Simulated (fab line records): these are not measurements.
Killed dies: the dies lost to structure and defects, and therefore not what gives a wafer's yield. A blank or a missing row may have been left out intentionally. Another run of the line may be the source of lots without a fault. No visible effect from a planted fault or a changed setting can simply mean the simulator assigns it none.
Chamber matching	flow n5 finfet	N5_ILD0_LINER_00 on ald sin-03 has 4 sister chambers
The step material SiNx, target thk 4 nm, pulse time 1 s, purge time 2 s. 8 wafers are shown with their chamber, then 10 later ones without.

== EACH WAFER AND ITS CHAMBER ==
wafer	chamber	heater power w (W)	precursor pulse height rel
L078.4	1	920	1.027
L079.6	2	956	0.981
L081.5	2	943	1.001
L081.6	1	940	0.998
L084.2	0	756	0.979
L084.6	3	966	0.997
L086.3	0	771	0.986
L086.4	3	972	1.002

== WAFERS WHOSE CHAMBER IS MISSING ==
wafer	heater power w (W)	precursor pulse height rel
L086.5	939	0.964
L088.3	774	1.015
L088.4	911	0.973
L088.5	977	1.006
L089.3	946	0.990
L089.5	772	0.988
L089.6	925	0.983
L092.2	750	1.013
L092.5	952	1.000
L092.6	761	0.991

== THE CHAMBER EACH PASSED THROUGH ==
wafer	from the rows above	in truth
L086.5	can't be placed: 2 or 1 or 3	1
L088.3	0	0
L088.4	can't be placed: 1 or 2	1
L088.5	3	3
L089.3	2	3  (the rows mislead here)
L089.5	0	0
L089.6	can't be placed: 1 or 2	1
L092.2	0	0
L092.5	can't be placed: 2 or 3 or 1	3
L092.6	0	0
5 of 10 placed correctly. Unplaceable from these rows: 4, with the true chamber sitting among the candidates in 4. 1 placed wrongly.
How it was worked out, from the rows above alone: a wafer's distance from a chamber is the root of the sum, over the readings, of the square of ((its reading less the chamber's mean) divided by the reading's scatter). If the next closest chamber is less than 2 further off than the closest, the wafer can't be placed; otherwise it belongs to the closest. For every chamber, the mean is computed from those of its wafers that are shown. The scatter is the square root of a quotient: the sum, over the shown wafers, of each reading's squared deviation from its chamber's mean, divided by wafers minus chambers.
